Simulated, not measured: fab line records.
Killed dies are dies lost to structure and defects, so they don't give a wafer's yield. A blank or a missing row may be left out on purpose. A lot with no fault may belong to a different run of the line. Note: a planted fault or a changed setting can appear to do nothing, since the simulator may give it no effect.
Matching of chambers :: flow nand-harc :: 4 sister chambers for NHARC_A_STAIRCASE_ETCH_253 on rie-diel-13
The step etches the open film in C4F8/O2, target depth 50 nm, time 20.2 s. 8 wafers are shown with their chamber, then 8 later ones without.

== WAFERS WITH THEIR CHAMBER ==
wafer: L074.1
chamber: 3
rf-vpp-V (V): 906
oes-product-au (a.u.): 0.968

wafer: L077.4
chamber: 1
rf-vpp-V (V): 893
oes-product-au (a.u.): 0.956

wafer: L080.3
chamber: 0
rf-vpp-V (V): 893
oes-product-au (a.u.): 0.967

wafer: L080.5
chamber: 1
rf-vpp-V (V): 892
oes-product-au (a.u.): 0.951

wafer: L084.3
chamber: 2
rf-vpp-V (V): 891
oes-product-au (a.u.): 0.955

wafer: L084.5
chamber: 3
rf-vpp-V (V): 905
oes-product-au (a.u.): 0.957

wafer: L084.6
chamber: 2
rf-vpp-V (V): 893
oes-product-au (a.u.): 0.956

wafer: L086.2
chamber: 0
rf-vpp-V (V): 891
oes-product-au (a.u.): 0.980

== WAFERS MISSING THEIR CHAMBER ==
wafer: L086.3
rf-vpp-V (V): 890
oes-product-au (a.u.): 0.970

wafer: L086.6
rf-vpp-V (V): 905
oes-product-au (a.u.): 0.980

wafer: L091.2
rf-vpp-V (V): 894
oes-product-au (a.u.): 0.974

wafer: L091.3
rf-vpp-V (V): 904
oes-product-au (a.u.): 0.952

wafer: L091.6
rf-vpp-V (V): 903
oes-product-au (a.u.): 0.949

wafer: L095.1
rf-vpp-V (V): 904
oes-product-au (a.u.): 0.918

wafer: L095.4
rf-vpp-V (V): 891
oes-product-au (a.u.): 0.923

wafer: L095.5
rf-vpp-V (V): 890
oes-product-au (a.u.): 0.926

== CHAMBER TAKEN BY EACH ==
wafer: L086.3
from the rows above: can't be placed: 0 or 2 or 1
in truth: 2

wafer: L086.6
from the rows above: 3
in truth: 3

wafer: L091.2
from the rows above: can't be placed: 0 or 2 or 1
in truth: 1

wafer: L091.3
from the rows above: 3
in truth: 3

wafer: L091.6
from the rows above: 3
in truth: 3

wafer: L095.1
from the rows above: 3
in truth: 3

wafer: L095.4
from the rows above: can't be placed: 1 or 2
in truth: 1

wafer: L095.5
from the rows above: can't be placed: 1 or 2
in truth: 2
4 of 8 placed correctly. From these rows, 4 cannot be placed; in 4 the true chamber is one of the candidates. Wrongly placed: 0.
How it was worked out, from the rows above alone: a wafer's distance from a chamber is the root of the sum, over the readings, of the square of ((its reading less the chamber's mean) divided by the reading's scatter). If the next closest chamber is less than 2 further off than the closest, the wafer can't be placed; otherwise it belongs to the closest. The mean given for a chamber averages the wafers shown for that chamber. The scatter: take each reading less its chamber's mean, square it, sum over the shown wafers, divide by the number of wafers less the number of chambers, and take the root.
